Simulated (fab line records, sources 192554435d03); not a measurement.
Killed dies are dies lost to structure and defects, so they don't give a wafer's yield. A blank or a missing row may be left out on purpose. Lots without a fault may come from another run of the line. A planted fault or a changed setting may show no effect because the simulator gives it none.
A struck lot beside a sound one | flow n5_finfet | 16 steps out of a route of 1938
Sound: wafers L562.2, L562.4, L562.6. Struck: wafers L577.4, L577.5, L577.6. The cause comes at the end.
At each step with rows: each side's tool, then ch and its chambers, then its first start. Under that, the readings that differ: sound wafers | struck wafers | difference of the means | sigmas: that difference in standard deviations of wafers without a fault.
alike: readings whose means differ by less than 2 such deviations, and words and numbers that are the same on both sides. not compared: withheld readings, readings that some wafer has no value for, bounds like >300 that may hide the same value, and numbers for which the record gives no deviation and whose values overlap.
The two part at a step that has a row with sigmas, a row that says differs or no value, or rows on one side only. Numbers that don't overlap but have no deviation are shown without sigmas and don't part them. A reading that every wafer of one side lacks parts them only if that side has two wafers or more.

first, 3 steps without rows for these wafers: N5_MOL_CONTACT_COAG_ETCH_106 (etches SOC in N2/H2, target depth 80 nm, overetch 16 nm, time 120 s); N5_MOL_CONTACT_COAG_STRIP_107 (strips in N2/H2); N5_MOL_CONTACT_COAG_STRIP_108 (strips in N2/H2).
N5_MOL_CONTACT_COAG_CONTACT_ETCH_14: etches SiO2 in C4F6/O2, target depth 27.5 nm, overetch 8.5 nm, time 20 s.
  sound on rie_diel-05 ch 1,3, day 5 18:08; struck on rie_diel-05 ch 0,2,3, day 9 07:46
  alike: O2_flow_sccm, bias_w, drypump_motor_current_A, mfc_ar_sccm, oes_f_703_au, oes_o_777_au, oes_product_au, rf_fwd_power_W, rf_vpp_V, showerhead_plenum_p_Torr, throttle_valve_pct
  not compared: rf_hours_counter_h
then, 2 steps without rows for these wafers: N5_MOL_CONTACT_COAG_STRIP_109 (strips in C4F6/O2); N5_MOL_CONTACT_COAG_ETCH_15 (etches SiNx in CH3F/O2, stops on Si:P, target depth 7 nm).
N5_MOL_CONTACT_COAG_ETCH_110: etches Si in CF4/O2, target depth 2.5 nm, time 8 s.
  sound on rie_diel-05 ch 1,3, day 5 18:13; struck on rie_diel-05 ch 0,2,3, day 9 07:52
  alike: O2_flow_sccm, bias_w, drypump_motor_current_A, mfc_ar_sccm, oes_f_703_au, oes_o_777_au, oes_product_au, rf_fwd_power_W, rf_vpp_V, showerhead_plenum_p_Torr, throttle_valve_pct
  not compared: rf_hours_counter_h
N5_MOL_CONTACT_COAG_STRIP_98: strips in N2/H2.
  sound on rie_diel-05 ch 1,3, day 5 18:16; struck on rie_diel-05 ch 0,2,3, day 9 07:55
  alike: bias_power_w, drypump_motor_current_A, h2_flow_sccm, oes_product_au, rf_vpp_V, showerhead_plenum_p_Torr, temp_c, throttle_valve_pct
  not compared: rf_hours_counter_h
N5_MOL_CONTACT_COAG_CD_MEAS_99: target cd 17.2 nm.
  sound on cd_sem-01, day 5 18:20; struck on cd_sem-02, day 9 07:59
  alike: cd_nm
then, 2 steps without rows for these wafers: N5_MOL_CONTACT_COAG_IMPLANT_129; N5_MOL_CONTACT_COAG_PRECLEAN_111 (cleans in NF3:NH3, afs cycles 1, time 20 s, sublimation time 60 s).
N5_MOL_CONTACT_COAG_TI_SIL_19: material Ti, target thk 4.2 nm, time 15 s.
  sound on pvd_sputter-01, day 5 19:09; struck on pvd_sputter-03, day 9 09:59
  alike: throttle_valve_pct
N5_MOL_CONTACT_COAG_ALD_20: deposits TiN, target thk 1.5 nm, pulse time 1 s, purge time 3 s.
  sound on ald_metal-03 ch 1,3, day 5 19:16; struck on ald_metal-03 ch 2,3, day 9 10:07
  reading                                          | sound       | struck      | difference | sigmas
  ald_cycles                                       | 68 68 68    | 118 118 118 | +50        |
  model.TiN_of_MOL_CONTACT_COAG_ALD_20.thk_nm (nm) | 1.4 1.4 1.4 | 2.6 2.6 2.6 | +1.2       |
  alike: heater_power_w, precursor_pulse_height_rel
N5_MOL_CONTACT_COAG_SIL_ANNEAL_21: time 60 s.
  sound on rtp_anneal-02 ch 0, day 5 19:41; struck on rtp_anneal-01 ch 0, day 9 10:35
  alike: lamp_power_pct, wafer_temp_C_max
-- the record jumps here: 3 days lie between the struck wafers' starts before and after (it left off in module MOL_CONTACT_COAG and takes up again in module BEOL_M4, whose first step shown is number 1111 of the route) --
N5_BEOL_M4_RC_MEAS_101:
  sound on prober-01 ch 0, day 8 17:40; struck on prober-02 ch 0, day 12 13:22
  alike: DIBL_N, DIBL_P, IOFF_N, IOFF_P, ION_N, ION_P, SS_N, SS_P, VT_N, VT_P
-- the record jumps here: 4 days lie between the struck wafers' starts before and after (it left off in module BEOL_M4 and takes up again in module PASSIVATION, whose first step shown is number 1936 of the route) --
N5_PASSIVATION_PROBE_49:
  the record has rows for the struck wafers here (prober-02, day 16 23:11) and none for the sound ones

WHERE THEY PART
Only at N5_PASSIVATION_PROBE_49, within this record.

WHY: what the simulator had put in
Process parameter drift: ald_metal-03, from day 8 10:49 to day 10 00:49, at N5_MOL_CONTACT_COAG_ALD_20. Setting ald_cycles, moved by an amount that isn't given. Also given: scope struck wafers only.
